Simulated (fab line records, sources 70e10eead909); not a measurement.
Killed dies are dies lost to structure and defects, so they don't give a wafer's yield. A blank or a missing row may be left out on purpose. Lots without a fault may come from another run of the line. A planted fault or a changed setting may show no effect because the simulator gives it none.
fab line records | flow nand_harc
record lots=15 wafers=45 last_day=33
route steps=1302 shown A_BLC@1130 A_M0@1158
lots that met no fault: from a run of the same line without faults
start_h: hours from the record's first day to the start of the lot's first wafer shown | wait_h: hours since the lot's step before | " the same as in the row above | L1.1+2: a row that stands for several wafers | - no value, or no start given | * or withheld: withheld | < > ~ a bound
route shown NAME@n: a module of which the file shows steps, and the number in the route of the first | usual: mean/standard deviation of fault-free wafers | same: alike in all rows | chamber/n: place in a boat | sites: the reading at each site | _std_site: their standard deviation | _edge_site: outer sites' mean less inner sites' | radius_mm: how far each site lies from the wafer's centre | mask NAME#n: copy n | behind: the tool/chamber that last shaped the wafer | hold: why the lot was held/for how many hours/how that ended | device: the transistor (n, p or np) that didn't switch | end of line: the same wafers' tests at the end of the route | a step without rows: its recipe alone | killed: dies lost to structure and defects at the first sort, not the wafer's yield | map: a wafer's dies, x killed, . not, _ none there
set.NAME: the setting as run; set.NAME@STEP: as run at that earlier step | model.NAME: the simulator's own value behind a step, which no gauge read
steps of the route over a sample of lots; a table a step, a row a wafer
services: from which hour (start_h, from the record's first day; less than 0 if before it) a tool's chamber was out of use, for how many hours, and why
## steps
# step NHARC_A_BLC_PVD_32
# recipe target_thk_a=50 chamber_pressure_pa=5 power_w=5000 substrate_temp_c=200 time_s=17.7 material=Ti
# usual cathode_dc_power_W=5000.0/0.87 chamber_pressure_pa=5.002/0.0092 throttle_valve_pct=29.7/0.88
# columns lot.wafer tool chamber start_h wait_h cathode_dc_power_W chamber_pressure_pa throttle_valve_pct
L578.3 pvd_sputter-01 - - - 4999.5 4.994 31.1
L578.1 " - " " 5000.4 5.000 29.0
L578.6 " - " " 4998.9 5.015 31.2
L580.3 pvd_sputter-03 - - - 5000.0 4.997 29.8
L580.1 " - " " 4998.8 4.988 28.2
L580.5 " - " " 4998.6 5.012 30.7
L584.2 pvd_sputter-02 - - - 5000.2 5.002 29.6
L584.1 " - " " 5000.7 4.996 30.1
L584.6 " - " " 5001.5 5.001 29.4
L582.4 pvd_sputter-02 - - - 4998.2 5.006 29.8
L582.3 " - " " 4999.8 5.014 29.6
L582.1 " - " " 4998.9 4.998 29.7
L585.1 pvd_sputter-03 - - - 5000.1 5.007 28.2
L585.4 " - " " 5000.9 4.975 30.0
L585.5 " - " " 5000.2 4.988 27.9
L586.4 pvd_sputter-03 - - - 5001.1 4.991 28.1
L586.6 " - " " 5000.5 5.013 28.5
L586.5 " - " " 4998.9 4.988 30.3
L589.4 pvd_sputter-01 - - - 5000.5 5.006 29.3
L589.2 " - " " 4999.6 4.995 30.0
L589.3 " - " " 4998.9 5.009 30.9
L588.2 pvd_sputter-01 - - - 4999.7 4.997 30.4
L588.1 " - " " 4998.4 4.993 29.1
L588.6 " - " " 5000.3 5.016 30.1
L590.1 pvd_sputter-02 - - - 4999.3 5.009 30.0
L590.5 " - " " 4999.6 5.020 29.6
L590.6 " - " " 5000.1 5.017 30.0
L592.3 pvd_sputter-01 - - - 5000.2 5.005 29.8
L592.6 " - " " 4998.8 5.021 29.9
L592.5 " - " " 5001.9 5.016 30.8
L594.2 pvd_sputter-03 - - - 5000.8 5.003 28.2
L594.4 " - " " 4999.5 5.003 28.6
L594.5 " - " " 5001.0 4.996 28.7
L595.2 pvd_sputter-03 - - - 5000.1 5.002 31.4
L595.6 " - " " 5000.1 4.997 29.3
L595.5 " - " " 5001.9 5.002 28.4
L596.1 pvd_sputter-01 - - - 5000.3 5.010 30.9
L596.6 " - " " 5001.2 4.983 30.2
L596.5 " - " " 5001.3 4.993 31.1
L598.2 pvd_sputter-02 - - - 4999.6 4.993 30.0
L598.3 " - " " 4999.6 4.996 29.9
L598.1 " - " " 4999.1 4.996 30.2
L597.3 pvd_sputter-03 - - - 5000.4 4.996 28.6
L597.1 " - " " 4998.7 5.004 29.3
L597.6 " - " " 4998.7 5.011 27.9
# step NHARC_A_BLC_ALD_23
# recipe target_thk_a=30 pulse_time_s=1 ald_cycles=150 temp_c=450 material=TiN
# usual heater_power_w=1039/81 precursor_pulse_height_rel=0.998/0.02
# same ald_cycles=150
# columns lot.wafer tool chamber start_h wait_h heater_power_w precursor_pulse_height_rel
L578.1 ald_metal-02 1 529.52 - 1075 0.987
L578.3 " 3 " " 1101 1.005
L578.6 " 1 " " 1118 1.008
L580.1 ald_metal-01 2 546.34 - 997 1.018
L580.3 " 0 " " 963 1.019
L580.5 " 1 " " 1109 0.982
L584.2 ald_metal-01 0 584.01 - 965 0.970
L584.1 " 1 " " 1127 1.025
L584.6 " 0 " " 1006 0.992
L582.4 ald_metal-04 2 586.28 - 991 0.978
L582.1 " 3 " " 1202 0.958
L582.3 " 1 " " 922 1.001
L585.1 ald_metal-02 1 598.51 - 1101 0.977
L585.4 " 0 " " 1048 0.974
L585.5 " 3 " " 1131 0.980
L586.4 ald_metal-01 2 618.33 - 996 1.022
L586.6 " 2 " " 1025 0.987
L586.5 " 3 " " 1064 0.965
L589.4 ald_metal-04 0 634.05 - 854 0.996
L589.3 " 1 " " 914 1.001
L589.2 " 2 " " 1010 0.989
L588.2 ald_metal-04 2 636.96 - 1021 1.003
L588.1 " 0 " " 844 1.037
L588.6 " 1 " " 907 0.957
L590.1 ald_metal-01 0 669.00 - 995 0.992
L590.5 " 0 " " 984 0.982
L590.6 " 1 " " 1091 1.017
L592.3 ald_metal-02 3 672.59 - 1112 0.989
L592.5 " 3 " " 1053 0.990
L592.6 " 1 " " 1062 0.993
L594.4 ald_metal-04 2 682.03 - 1035 0.963
L594.2 " 0 " " 886 1.016
L594.5 " 2 " " 1062 0.979
L595.2 ald_metal-01 0 714.89 - 1076 0.997
L595.6 " 0 " " 1056 0.982
L595.5 " 1 " " 1050 1.026
L596.1 ald_metal-01 1 722.31 - 1062 1.003
L596.5 " 2 " " 992 1.012
L596.6 " 3 " " 1081 1.001
L598.3 ald_metal-02 3 730.75 - 1056 0.993
L598.2 " 0 " " 1095 1.001
L598.1 " 1 " " 1088 1.006
L597.3 ald_metal-01 1 731.31 - 1069 0.979
L597.1 " 0 " " 1061 1.007
L597.6 " 2 " " 1011 0.971
# step NHARC_A_M0_PVD_20
# recipe target_thk_a=50 bias_v=168.6 power_w=15000 chamber_pressure_pa=0.12 time_s=8.06 substrate_temp_c=50 material=TaN
# usual bias_v=168.9/1.8 cathode_dc_power_W=15000/3 chamber_pressure_pa=0.11996/0.00024 throttle_valve_pct=29.7/0.9
# columns lot.wafer tool chamber start_h wait_h bias_v cathode_dc_power_W chamber_pressure_pa throttle_valve_pct
L578.3 pvd_sputter-02 - 532.79 - 167.5 14997 0.11973 29.6
L578.1 " - " " 167.9 15004 0.12021 29.9
L578.6 " - " " 169.2 15005 0.11941 29.9
L580.1 pvd_sputter-02 - 549.58 - 170.2 14999 0.11985 29.8
L580.3 " - " " 170.1 15001 0.11999 29.6
L580.5 " - " " 170.5 14999 0.12002 29.5
L584.1 pvd_sputter-02 - 587.29 - 165.5 15001 0.12007 29.7
L584.2 " - " " 167.4 14998 0.11984 29.7
L584.6 " - " " 170.2 15003 0.1196 30.1
L582.4 pvd_sputter-03 - 589.53 - 167.8 15000 0.11999 29.9
L582.3 " - " " 168.4 15003 0.11986 30.9
L582.1 " - " " 165.8 14998 0.12008 28.1
L585.4 pvd_sputter-03 - 601.77 - 168.7 15001 0.11949 28.0
L585.1 " - " " 171.6 14997 0.11997 28.5
L585.5 " - " " 170.5 15004 0.12002 28.3
L586.4 pvd_sputter-03 - 621.70 - 169.4 14998 0.12017 29.9
L586.6 " - " " 169.2 14999 0.12045 30.1
L586.5 " - " " 169.6 15002 0.12016 30.5
L589.3 pvd_sputter-03 - 637.26 - 170.0 15003 0.11969 28.2
L589.2 " - " " 167.7 15000 0.12002 30.1
L589.4 " - " " 169.5 15002 0.12022 30.2
L588.1 pvd_sputter-01 - 640.33 - 172.0 14997 0.11971 30.7
L588.2 " - " " 167.8 14994 0.12011 29.9
L588.6 " - " " 169.2 15000 0.11987 31.1
L590.1 pvd_sputter-03 - 672.27 - 170.5 15006 0.12009 30.3
L590.5 " - " " 169.6 14999 0.11976 29.9
L590.6 " - " " 169.9 14997 0.12002 30.6
L592.3 pvd_sputter-01 - 675.91 - 166.8 15004 0.12022 29.2
L592.6 " - " " 168.1 14998 0.11953 30.0
L592.5 " - " " 169.3 15002 0.11993 31.1
L594.4 pvd_sputter-02 - 685.20 - 168.8 14996 0.1199 30.1
L594.2 " - " " 167.0 14997 0.12014 30.4
L594.5 " - " " 169.8 15004 0.11987 30.0
L595.2 pvd_sputter-03 - 718.18 - - - - -
L595.6 " - " " - - - -
L595.5 " - " " - - - -
L596.1 pvd_sputter-03 - 725.56 - - - - -
L596.6 " - " " - - - -
L596.5 " - " " - - - -
L598.2 pvd_sputter-03 - 734.14 - - - - -
L598.3 " - " " - - - -
L598.1 " - " " - - - -
L597.3 pvd_sputter-01 - 734.56 - 165.5 14998 0.1197 30.2
L597.1 " - " " 165.2 15001 0.11987 31.1
L597.6 " - " " 167.5 14999 0.12002 30.4
# step NHARC_A_M0_INSPECT_27
# usual raw_defect_count=513/130
# columns lot.wafer tool chamber start_h wait_h raw_defect_count
L578.1 defect_inspect-01 - 534.36 0.0 401
L578.3 " - " " 519
L578.6 " - " " 463
L580.1 defect_inspect-01 - 551.13 0.0 381
L580.3 " - " " 341
L580.5 " - " " 333
L584.1 defect_inspect-02 - 588.70 0.0 427
L584.2 " - " " 501
L584.6 " - " " 407
L582.1 defect_inspect-01 - 590.99 0.0 364
L582.3 " - " " 405
L582.4 " - " " 319
L585.1 defect_inspect-02 - 603.48 0.0 393
L585.4 " - " " 394
L585.5 " - " " 305
L586.4 defect_inspect-02 - 623.13 0.0 633
L586.5 " - " " 538
L586.6 " - " " 644
L589.2 defect_inspect-01 - 638.69 0.0 581
L589.3 " - " " 821
L589.4 " - " " 512
L588.1 defect_inspect-02 - 641.76 0.0 641
L588.2 " - " " 727
L588.6 " - " " 492
L590.1 defect_inspect-01 - 673.69 0.0 336
L590.5 " - " " 523
L590.6 " - " " 584
L592.3 defect_inspect-02 - 677.46 0.0 450
L592.5 " - " " 482
L592.6 " - " " 602
L594.2 defect_inspect-02 - 686.78 0.0 715
L594.4 " - " " 501
L594.5 " - " " 607
L595.2 defect_inspect-02 - 719.58 0.0 755
L595.5 " - " " 566
L595.6 " - " " 521
L596.1 defect_inspect-01 - 727.01 0.0 407
L596.5 " - " " 495
L596.6 " - " " 553
L598.1 defect_inspect-01 - 735.57 0.0 486
L598.2 " - " " 423
L598.3 " - " " 411
L597.1 defect_inspect-01 - 736.02 0.0 449
L597.3 " - " " 508
L597.6 " - " " 596
## services
# columns tool chamber start_h hours kind
ald_metal-01 - 507.41 1.0 repair
ald_metal-01 - 526.00 10.0 pm
ald_metal-01 0 526.00 10.0 vent_cycle
ald_metal-01 1 526.00 10.0 vent_cycle
ald_metal-01 2 526.00 10.0 vent_cycle
ald_metal-01 3 526.00 10.0 vent_cycle
pvd_sputter-03 - 526.33 10.0 pm
ald_metal-01 0 536.00 - clean
ald_metal-01 1 536.00 - clean
ald_metal-01 2 536.00 - clean
ald_metal-01 3 536.00 - clean
pvd_sputter-01 - 582.69 10.0 pm
pvd_sputter-02 - 589.95 0.8 repair
ald_metal-02 - 610.00 10.0 pm
ald_metal-01 1 621.71 22.8 repair
ald_metal-02 1 631.29 3.1 repair
ald_metal-01 - 637.13 0.9 repair
pvd_sputter-02 - 638.45 10.0 pm
ald_metal-04 1 639.30 4.4 repair
ald_metal-04 - 652.00 10.0 pm
ald_metal-02 0 672.17 5.4 repair
ald_metal-01 - 704.00 10.0 pm
pvd_sputter-03 - 704.33 10.0 pm
pvd_sputter-03 - 716.58 1.0 repair
## key
first_sign step=NHARC_A_M0_PVD_20 reading=tool_record direction=missing
effect none on later readings
met_at NHARC_A_M0_PVD_20
struck_lots L595,L596,L598
later_rows_left_out L595.2,L595.5,L595.6,L596.1,L596.5,L596.6,L598.1,L598.2,L598.3
sort_left_out L595.2,L595.5,L595.6,L596.1,L596.5,L596.6,L598.1,L598.2,L598.3
not_acting_at NHARC_A_BLC_PVD_32,NHARC_A_BLC_ALD_23,NHARC_A_M0_INSPECT_27
onset_between 672.27 718.18
fault kind=skipped_step_whole tool=pvd_sputter-03 chamber=- onset_h=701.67 steps=NHARC_A_M0_PVD_20 scope=struck_lots_only
# sort_left_out: the simulated sort isn't trusted on such a fault, so these wafers' sort isn't shown, and their yield isn't known
# later_rows_left_out: the simulator's readings of these wafers behind a module that went badly wrong aren't trusted and aren't shown, but for the sort
